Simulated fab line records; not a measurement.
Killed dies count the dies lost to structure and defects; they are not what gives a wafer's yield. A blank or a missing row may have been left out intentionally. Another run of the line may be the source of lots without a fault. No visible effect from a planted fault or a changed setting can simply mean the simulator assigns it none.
The tool behind it: which one?    flow nand harc    Sampling: 12 lots, 36 wafers, 2 of 1302 route steps

## WHAT EACH GAUGE READ, for each wafer
NHARC_P_GATE_CD_MEAS_33.
lot   measured      on         cd nm (nm)
L075  day 5 12:01   cd sem-01  119 126 121
L077  day 6 05:54   cd sem-03  127 122 124
L078  day 7 03:29   cd sem-03  118 114 121
L081  day 8 02:29   cd sem-01  122 121 120
L083  day 8 19:19   cd sem-01  122 125 121
L085  day 9 17:37   cd sem-03  121 115 121
L087  day 10 10:29  cd sem-01  118 118 120
L088  day 11 03:06  cd sem-02  118 123 124
L091  day 12 03:14  cd sem-03  125 122 119
L093  day 13 01:20  cd sem-02  126 123 121
L095  day 14 05:45  cd sem-03  118 117 123
L097  day 14 19:13  cd sem-03  124 121 120

## WHAT TOOL EACH LOT RAN ON (gives the tool, then ch and the chambers of the sampled wafers, and finally the start)
lot   NHARC_P_GATE_DEP_103
L075  pecvd-01 ch 1,2, day 5 10:24
L077  pecvd-01 ch 0,1,2, day 6 04:22
L078  pecvd-04 ch 0,2, day 7 01:52
L081  pecvd-01 ch 0,1,2, day 8 00:55
L083  pecvd-01 ch 1,2, day 8 17:38
L085  pecvd-03 ch 0,2, day 9 15:48
L087  pecvd-04 ch 0,1,2, day 10 08:17
L088  pecvd-01 ch 0,1,2, day 11 01:29
L091  pecvd-03 ch 0,1, day 12 01:38
L093  pecvd-04 ch 0,1, day 12 23:40
L095  pecvd-03 ch 0,1, day 14 04:05
L097  pecvd-04 ch 0,2, day 14 17:43
- NHARC_P_GATE_DEP_103: deposits SiON, target thk 30 nm.

## THE ANSWER, worked out from the rows above alone
Rule: the lots themselves supply what counts as usual. Put in order of their means at a reading, lots are off if they are a third of the lots or fewer, leave a main group of 4 or more, and stand apart from it by a gap of 3 or more times the standard deviation of the main group's means; of several such gaps the widest counts. If all means in a main group match to the digits the tables above print for the reading, that group is not used. A lot without any number at a reading at which 4 lots or more have one is off too. All remaining lots with rows at the step are treated as sound.
None of the lots is off at any reading shown; this tells nothing.

## WHAT THE SIMULATOR PUT IN
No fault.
